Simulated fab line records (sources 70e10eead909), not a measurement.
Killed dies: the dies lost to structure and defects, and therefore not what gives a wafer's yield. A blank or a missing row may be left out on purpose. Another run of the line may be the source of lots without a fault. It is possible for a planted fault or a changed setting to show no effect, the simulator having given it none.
fab line records    flow nand_harc
record lots=15  wafers=45  last_day=24
route steps=1159 shown A_CHANNEL_FILL_D1@495
lots that met no fault: from a run of the same line without faults
start_h: start of the lot's first displayed wafer, in hours after the record's first day    wait_h: hours elapsed since this lot's preceding step    " the same as in the row above    L1.1+2: a single row standing in for several wafers    - no value, or no start was given    * or withheld: withheld    < > ~ a bound
route shown NAME@n: names a module that has steps shown in the file, with the first one's number in the route    usual: average and standard deviation across the fault-free wafers    same: alike in all rows    chamber/n: place in a boat    sites: the reading at each site    _std_site: the values' standard deviation    _edge_site: inner sites' mean taken away from outer sites' mean    radius_mm: for every site, how far away it sits from the centre of the wafer    mask NAME#n: copy n    behind: the most recent tool/chamber to have shaped the wafer    hold: reason for holding the lot/hours on hold/outcome of the hold    device: names the non-switching transistor (n, p or np)    end of line: tests of these same wafers at the route's end    for a step that has no rows: nothing shown but its recipe    killed: dies that structure and defects cost at the first sort, which is not the same as the wafer's yield    map: the dies of a wafer, with x for killed, . for not killed, _ for no die there
set.NAME: the setting the step ran with; set.NAME@STEP: the setting that earlier step ran with    model.NAME: the simulator's own value behind a step, which no gauge read
one table for each step of the route and one row for each wafer, over a sample of lots
services: from which hour (start_h, from the record's first day; less than 0 if before it) a tool's chamber was out of use, for how many hours, and why
## steps
# step NHARC_A_CHANNEL_FILL_D1_ALD_15
# recipe target_thk_a=20  pulse_time_s=60  ald_cycles=19  temp_c=630  pressure_torr=2  material=SiNx
# usual precursor_pulse_height_rel=1.000/0.02
lot.wafer  tool              chamber  start_h  wait_h  precursor_pulse_height_rel
L638.1     ald_sin_batch-01  0        -        -       1.002
L638.3     "                 0        "        "       0.988
L638.6     "                 0        "        "       0.997
L641.1     ald_sin_batch-02  0        -        -       0.994
L641.4     "                 0        "        "       0.973
L641.5     "                 0        "        "       1.024
L642.4     ald_sin_batch-02  0        -        -       0.988
L642.5     "                 0        "        "       1.000
L642.6     "                 0        "        "       0.984
L643.2     ald_sin_batch-03  0        -        -       1.002
L643.4     "                 0        "        "       0.967
L643.5     "                 0        "        "       1.027
L644.2     ald_sin_batch-01  0        -        -       1.025
L644.5     "                 0        "        "       0.990
L644.6     "                 0        "        "       0.982
L645.1     ald_sin_batch-01  0        -        -       1.009
L645.4     "                 0        "        "       0.999
L645.5     "                 0        "        "       0.983
L647.1     ald_sin_batch-01  0        -        -       0.990
L647.5     "                 0        "        "       0.948
L647.6     "                 0        "        "       1.026
L650.1     ald_sin_batch-02  0        -        -       1.018
L650.3     "                 0        "        "       1.005
L650.5     "                 0        "        "       0.988
L651.1     ald_sin_batch-02  0        -        -       0.983
L651.4     "                 0        "        "       0.990
L651.5     "                 0        "        "       0.996
L648.1     ald_sin_batch-01  0        -        -       0.987
L648.3     "                 0        "        "       1.002
L648.5     "                 0        "        "       0.990
L653.1     ald_sin_batch-01  0        -        -       0.989
L653.3     "                 0        "        "       0.997
L653.5     "                 0        "        "       0.999
L657.1     ald_sin_batch-01  0        -        -       0.999
L657.3     "                 0        "        "       1.020
L657.6     "                 0        "        "       0.992
L658.4     ald_sin_batch-01  0        -        -       1.014
L658.5     "                 0        "        "       0.997
L658.6     "                 0        "        "       1.016
L659.1     ald_sin_batch-01  0        -        -       1.062
L659.2     "                 0        "        "       0.998
L659.5     "                 0        "        "       1.009
L660.1     ald_sin_batch-01  0        -        -       1.040
L660.2     "                 0        "        "       1.004
L660.5     "                 0        "        "       0.951
# step NHARC_A_CHANNEL_FILL_D1_ETCHBACK_19
# recipe target_depth_a=50  time_s=1.7  hbr_flow_sccm=150  cl2_flow_sccm=50  rf_w=400  icp_w=400  bias_w=100  chemistry=HBr/Cl2
# usual drypump_motor_current_A=5.7/0.4  he_backside_leak_sccm=2.74/0.25  oes_product_au=1.000/0.015  throttle_valve_pct=26.405/0.0095
lot.wafer  tool       chamber  start_h  wait_h  drypump_motor_current_A  he_backside_leak_sccm  oes_product_au  rf_hours_counter_h  throttle_valve_pct
L638.3     rie_si-01  3        219.21   0.4     5.0                      3.18                   0.985           0.9                 26.400
L638.1     "          1        "        "       6.3                      2.73                   1.011           0.8                 26.395
L638.6     "          0        "        "       5.8                      2.70                   0.988           -                   26.393
L641.1     rie_si-01  0        226.22   0.4     5.9                      2.52                   0.989           0.8                 26.397
L641.4     "          3        "        "       5.1                      2.76                   0.983           1.0                 26.406
L641.5     "          0        "        "       5.8                      2.51                   0.996           -                   26.392
L642.4     rie_si-06  2        230.59   0.4     6.1                      2.74                   0.978           0.3                 26.396
L642.5     "          3        "        "       5.8                      2.81                   1.026           -                   26.398
L642.6     "          0        "        "       5.5                      2.64                   0.992           -                   26.412
L643.2     rie_si-06  3        236.40   0.4     5.8                      2.73                   1.014           0.5                 26.412
L643.4     "          0        "        "       5.5                      2.52                   0.993           0.4                 26.400
L643.5     "          2        "        "       6.1                      2.99                   0.977           -                   26.396
L644.2     rie_si-02  3        247.98   0.4     6.1                      2.49                   1.013           0.2                 26.382
L644.6     "          2        "        "       5.5                      2.99                   1.013           -                   26.396
L644.5     "          3        "        "       6.1                      3.77                   1.018           -                   26.410
L645.1     rie_si-06  1        263.32   0.4     4.9                      2.55                   0.995           0.7                 26.410
L645.4     "          2        "        "       6.2                      2.78                   0.985           0.5                 26.407
L645.5     "          1        "        "       4.9                      2.46                   0.995           -                   26.399
L647.1     rie_si-01  0        263.34   0.4     5.8                      2.49                   0.981           1.2                 26.392
L647.6     "          3        "        "       5.0                      2.87                   0.986           -                   26.393
L647.5     "          0        "        "       5.8                      2.50                   0.986           -                   26.402
L651.1     rie_si-06  3        280.67   0.4     5.8                      2.80                   1.017           1.0                 26.392
L651.4     "          0        "        "       5.6                      2.62                   0.980           0.9                 26.415
L651.5     "          3        "        "       5.8                      2.73                   1.024           -                   26.394
L650.3     rie_si-02  2        280.68   0.4     5.5                      2.88                   1.013           0.4                 26.397
L650.1     "          3        "        "       6.1                      2.59                   1.006           0.6                 26.407
L650.5     "          0        "        "       5.7                      2.58                   0.983           -                   26.421
L648.3     rie_si-06  1        284.67   0.4     4.9                      2.29                   0.991           0.8                 26.413
L648.1     "          2        "        "       6.1                      2.96                   0.972           0.7                 26.416
L648.5     "          1        "        "       4.9                      2.22                   0.983           -                   26.383
L653.3     rie_si-06  2        304.01   0.4     6.1                      2.78                   0.980           0.9                 26.396
L653.1     "          0        "        "       5.6                      2.57                   0.991           1.1                 26.402
L653.5     "          2        "        "       6.1                      2.77                   0.990           -                   26.400
L657.3     rie_si-01  2        318.80   0.4     5.6                      3.02                   0.998           0.1                 26.409
L657.1     "          3        "        "       5.0                      2.79                   0.996           0.0                 26.422
L657.6     "          2        "        "       5.7                      2.99                   0.998           -                   26.404
L658.4     rie_si-02  0        331.52   0.4     5.7                      2.60                   0.982           1.1                 26.396
L658.5     "          2        "        "       5.5                      4.25                   1.000           -                   26.403
L658.6     "          3        "        "       6.1                      2.54                   1.004           -                   26.402
L659.1     rie_si-06  0        331.53   0.4     5.6                      2.66                   1.003           1.2                 26.409
L659.2     "          1        "        "       4.9                      2.40                   0.995           1.2                 26.414
L659.5     "          3        "        "       5.8                      2.91                   1.019           -                   26.399
L660.1     rie_si-02  1        346.55   0.4     5.8                      2.89                   1.014           0.9                 26.414
L660.2     "          0        "        "       5.7                      2.62                   0.979           1.2                 26.417
L660.5     "          1        "        "       5.8                      2.87                   1.011           -                   26.421
# step NHARC_A_CHANNEL_FILL_D1_ETCHBACK_20
# recipe target_depth_a=270  time_s=13.5  c4f8_flow_sccm=withheld  o2_flow_sccm=8  ar_flow_sccm=withheld  rf_w=600  bias_w=1500  chemistry=C4F8/O2/Ar
# usual oes_product_au=0.96/0.04  rf_vpp_V=978/4.3
lot.wafer  tool         chamber  start_h  wait_h  oes_product_au  rf_hours_counter_h  rf_vpp_V
L638.1     rie_diel-12  3        219.34   -       1.03            0.8                 969
L638.3     "            2        "        "       1.00            0.8                 979
L638.6     "            0        "        "       0.99            -                   978
L641.1     rie_diel-11  2        226.36   -       0.99            1.2                 973
L641.4     "            0        "        "       1.01            1.3                 983
L641.5     "            2        "        "       0.99            -                   974
L642.4     rie_diel-10  0        230.70   -       1.01            1.1                 982
L642.5     "            1        "        "       1.00            -                   977
L642.6     "            2        "        "       0.99            -                   972
L643.2     rie_diel-12  2        236.51   -       0.92            2.8                 980
L643.4     "            1        "        "       0.92            2.4                 976
L643.5     "            3        "        "       0.96            -                   969
L644.2     rie_diel-11  2        248.09   -       0.91            2.1                 974
L644.6     "            3        "        "       0.91            -                   986
L644.5     "            0        "        "       0.91            -                   982
L645.1     rie_diel-10  2        263.47   -       0.98            2.2                 974
L645.4     "            1        "        "       0.98            -                   979
L645.5     "            2        "        "       0.97            -                   975
L647.1     rie_diel-12  3        263.48   -       1.00            9.2                 968
L647.5     "            0        "        "       0.99            -                   976
L647.6     "            1        "        "       1.00            -                   976
L650.1     rie_diel-12  2        280.79   -       0.98            9.7                 979
L650.3     "            1        "        "       1.01            8.7                 977
L650.5     "            3        "        "       1.02            -                   969
L651.4     rie_diel-11  2        280.82   -       0.98            2.9                 975
L651.1     "            3        "        "       1.00            3.3                 987
L651.5     "            1        "        "       1.02            -                   980
L648.3     rie_diel-10  1        284.80   -       0.92            2.6                 978
L648.1     "            0        "        "       0.93            2.5                 983
L648.5     "            2        "        "       0.93            -                   972
L653.1     rie_diel-10  3        304.14   -       1.01            2.7                 981
L653.3     "            2        "        "       0.99            3.0                 973
L653.5     "            1        "        "       0.99            -                   979
L657.3     rie_diel-10  1        318.93   -       0.92            3.3                 978
L657.1     "            2        "        "       0.92            3.4                 973
L657.6     "            1        "        "       0.91            -                   978
L658.4     rie_diel-10  2        331.65   -       0.92            3.9                 974
L658.6     "            3        "        "       0.93            -                   978
L658.5     "            0        "        "       0.92            -                   982
L659.2     rie_diel-10  1        331.68   -       0.99            3.7                 979
L659.1     "            0        "        "       0.98            3.3                 983
L659.5     "            1        "        "       0.99            -                   977
L660.1     rie_diel-10  2        346.68   -       0.92            4.4                 974
L660.2     "            0        "        "       0.93            3.8                 984
L660.5     "            2        "        "       0.92            -                   974
# step NHARC_A_CHANNEL_FILL_D1_CVD_09
# recipe target_thk_a=1500  temp_c=620  pressure_mtorr=200  time_s=3000  material=poly-Si
# usual pressure_mtorr=200.0/0.41  run_length_s=3001.9/0.56  spike_tc_bottom_C=644.5/1.2  spike_tc_lower_C=620.0/1.4  spike_tc_upper_C=620.1/1.4  tube_center_temp_C=620/0.062
lot.wafer  tool           chamber  start_h  wait_h  pressure_mtorr  run_length_s  spike_tc_bottom_C  spike_tc_lower_C  spike_tc_upper_C  tube_center_temp_C
L638.1     lpcvd_poly-04  0        240.03   2.4     200.5           3002.6        643.6              619.8             620.9             619.98
L638.3     "              0        "        "       199.9           3002.6        644.6              618.4             621.9             620.04
L638.6     "              0        "        "       200.5           3002.6        645.6              618.7             619.7             620.03
L641.1     lpcvd_poly-01  0        246.59   2.4     200.1           3001.8        641.7              619.2             618.9             619.95
L641.4     "              0        "        "       200.1           3001.8        643.7              621.1             619.5             619.95
L641.5     "              0        "        "       199.7           3001.8        643.6              619.0             620.0             620.01
L642.4     lpcvd_poly-04  0        251.10   1.8     199.8           3002.4        643.8              620.3             623.4             619.93
L642.5     "              0        "        "       200.4           3002.4        643.7              620.6             621.9             619.97
L642.6     "              0        "        "       200.2           3002.4        644.4              619.2             621.9             620.02
L643.2     lpcvd_poly-01  0        256.71   2.4     200.3           3001.7        647.7              621.2             619.8             619.95
L643.4     "              0        "        "       200.0           3001.7        643.6              620.0             619.4             619.94
L643.5     "              0        "        "       199.9           3001.7        643.3              618.4             620.1             620.03
L644.2     lpcvd_poly-04  0        269.40   2.4     199.6           3002.6        645.5              617.4             622.2             619.96
L644.5     "              0        "        "       199.1           3002.6        643.0              620.1             620.6             619.97
L644.6     "              0        "        "       199.7           3002.6        645.1              621.1             621.7             619.9
L645.1     lpcvd_poly-01  0        283.63   2.4     200.3           3001.8        644.8              617.5             619.8             620.12
L645.4     "              0        "        "       200.2           3001.8        642.5              618.8             620.8             619.82
L645.5     "              0        "        "       199.7           3001.8        641.3              620.4             618.8             619.93
L647.1     lpcvd_poly-01  0        283.63   -       200.5           3001.7        643.9              621.2             619.8             620.04
L647.5     "              0        "        "       199.8           3001.7        641.6              620.5             618.8             620.03
L647.6     "              0        "        "       200.3           3001.7        643.2              618.0             621.7             620.01
L650.1     lpcvd_poly-04  -        300.72   2.4     -               -             -                  -                 -                 -
L650.3     "              -        "        "       -               -             -                  -                 -                 -
L650.5     "              -        "        "       -               -             -                  -                 -                 -
L651.1     lpcvd_poly-04  -        300.72   2.4     -               -             -                  -                 -                 -
L651.4     "              -        "        "       -               -             -                  -                 -                 -
L651.5     "              -        "        "       -               -             -                  -                 -                 -
L648.1     lpcvd_poly-02  -        304.71   2.2     -               -             -                  -                 -                 -
L648.3     "              -        "        "       -               -             -                  -                 -                 -
L648.5     "              -        "        "       -               -             -                  -                 -                 -
L653.1     lpcvd_poly-02  0        323.99   -       199.3           3001.3        645.3              620.5             619.2             619.93
L653.3     "              0        "        "       199.6           3001.3        643.0              620.7             619.4             619.95
L653.5     "              0        "        "       200.4           3001.3        644.7              623.0             618.8             619.9
L657.1     lpcvd_poly-02  0        338.94   2.3     200.0           3001.0        645.0              620.0             618.2             619.96
L657.3     "              0        "        "       199.8           3001.0        645.0              622.6             618.4             620.13
L657.6     "              0        "        "       200.0           3001.0        646.2              620.2             618.4             619.96
L658.4     lpcvd_poly-04  0        351.83   -       200.2           3003.0        643.6              618.8             620.9             619.97
L658.5     "              0        "        "       200.8           3003.0        645.2              619.1             621.8             620.03
L658.6     "              0        "        "       200.1           3003.0        644.3              619.0             620.2             619.97
L659.1     lpcvd_poly-02  0        355.31   -       200.5           3001.3        643.5              621.3             619.8             619.96
L659.2     "              0        "        "       200.9           3001.3        644.7              620.6             619.9             619.9
L659.5     "              0        "        "       200.4           3001.3        644.9              620.1             617.9             619.97
L660.1     lpcvd_poly-02  0        366.51   2.3     200.3           3001.3        645.4              622.1             617.7             619.92
L660.2     "              0        "        "       200.4           3001.3        645.5              619.7             618.5             620.12
L660.5     "              0        "        "       200.1           3001.3        646.6              622.4             619.2             619.98
# step NHARC_A_CHANNEL_FILL_D1_CMP_10
# recipe target_thk_nm=150
# usual motor_current_A=12.5/1.3  time_to_endpoint_s=15/3.7
lot.wafer  tool    chamber  start_h  wait_h  motor_current_A  time_to_endpoint_s
L638.3     cmp-03  0        243.25   0.4     11.2             14
L638.1     "       1        "        "       11.6             12
L638.6     "       3        "        "       15.1             14
L641.4     cmp-03  1        249.78   0.4     11.4             12
L641.1     "       3        "        "       14.8             14
L641.5     "       0        "        "       11.0             16
L642.4     cmp-04  1        254.40   0.5     11.6             14
L642.6     "       1        "        "       12.2             14
L642.5     "       2        "        "       12.9             14
L643.4     cmp-03  1        259.88   0.4     11.5             14
L643.2     "       0        "        "       10.3             13
L643.5     "       1        "        "       11.5             15
L644.2     cmp-04  3        272.58   0.4     11.2             21
L644.6     "       3        "        "       11.3             23
L644.5     "       0        "        "       13.5             22
L647.1     cmp-04  3        286.75   0.4     11.0             22
L647.5     "       3        "        "       11.5             19
L647.6     "       0        "        "       12.6             22
L645.1     cmp-02  1        286.75   0.4     11.2             16
L645.4     "       0        "        "       13.6             8
L645.5     "       2        "        "       12.0             10
L650.3     cmp-03  2        303.91   0.4     13.4             4
L650.1     "       3        "        "       14.9             5
L650.5     "       3        "        "       15.5             6
L651.1     cmp-02  2        303.91   0.4     12.3             3
L651.4     "       1        "        "       11.5             10
L651.5     "       3        "        "       13.0             3
L648.1     cmp-03  2        307.90   0.4     12.7             2
L648.3     "       1        "        "       11.5             5
L648.5     "       2        "        "       12.6             2
L653.1     cmp-04  0        327.14   0.4     13.6             17
L653.3     "       1        "        "       11.3             12
L653.5     "       0        "        "       12.6             17
L657.3     cmp-04  0        342.18   0.4     13.5             19
L657.1     "       2        "        "       13.8             13
L657.6     "       3        "        "       11.4             20
L658.4     cmp-04  3        354.97   0.4     11.4             19
L658.6     "       3        "        "       11.1             20
L658.5     "       0        "        "       13.2             20
L659.2     cmp-02  3        358.51   0.4     13.6             13
L659.1     "       0        "        "       14.5             8
L659.5     "       2        "        "       11.8             12
L660.2     cmp-04  3        369.71   0.4     11.1             19
L660.1     "       0        "        "       13.1             19
L660.5     "       3        "        "       11.4             20
## services
tool              chamber  start_h  hours  kind
rie_si-06         -        183.00   9.0    pm
rie_diel-10       -        183.33   0.7    repair
cmp-04            -        195.17   0.2    repair
cmp-04            -        203.00   4.0    pm
rie_si-06         -        208.23   0.2    repair
cmp-03            -        215.34   7.8    repair
ald_sin_batch-01  -        240.85   1.9    repair
cmp-04            -        244.91   1.0    repair
cmp-03            -        254.00   4.0    pm
cmp-04            -        255.27   0.6    repair
rie_diel-10       3        259.30   6.5    repair
cmp-03            -        275.96   0.4    repair
cmp-03            -        278.61   1.9    repair
rie_diel-10       0        300.54   14.2   repair
cmp-04            -        301.00   4.0    pm
cmp-04            -        308.25   0.3    repair
lpcvd_poly-04     -        314.00   26.0   pm
cmp-03            -        324.80   0.5    repair
cmp-04            -        338.93   0.7    repair
ald_sin_batch-01  -        340.63   75.2   repair
cmp-03            -        352.00   4.0    pm
rie_diel-10       -        353.50   9.0    pm
rie_si-06         -        360.00   9.0    pm
cmp-03            -        363.68   2.0    repair
## key
first_sign step=NHARC_A_CHANNEL_FILL_D1_CVD_09  reading=tool_record  direction=missing
effect step=NHARC_A_CHANNEL_FILL_D1_CMP_10  reading=time_to_endpoint_s  direction=down  sigmas=2.8  usual=*  struck=*
met_at NHARC_A_CHANNEL_FILL_D1_CVD_09
struck_lots L648,L650,L651
later_rows_left_out L648.1,L648.3,L648.5,L650.1,L650.3,L650.5,L651.1,L651.4,L651.5
sort_left_out L648.1,L648.3,L648.5,L650.1,L650.3,L650.5,L651.1,L651.4,L651.5
tester_left_out L648,L650,L651
not_acting_at NHARC_A_CHANNEL_FILL_D1_ALD_15,NHARC_A_CHANNEL_FILL_D1_ETCHBACK_19,NHARC_A_CHANNEL_FILL_D1_ETCHBACK_20
onset_between 269.40 300.72
fault kind=skipped_step_whole  tool=lpcvd_poly-02,lpcvd_poly-04  chamber=-  onset_h=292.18  steps=NHARC_A_CHANNEL_FILL_D1_CVD_09  scope=struck_lots_only
# tester_left_out: of these lots the tester's yield and bins aren't shown, on N5 and GAA mostly nor the transistor test; their killed dies are dies lost to structure and defects alone, not to doping, threshold or leakage, so they don't give the yield
# sort_left_out: the simulated sort isn't trusted on such a fault, so these wafers' sort isn't shown, and their yield isn't known
# later_rows_left_out: the simulator's readings of these wafers behind a module that went badly wrong aren't trusted and aren't shown, but for the sort
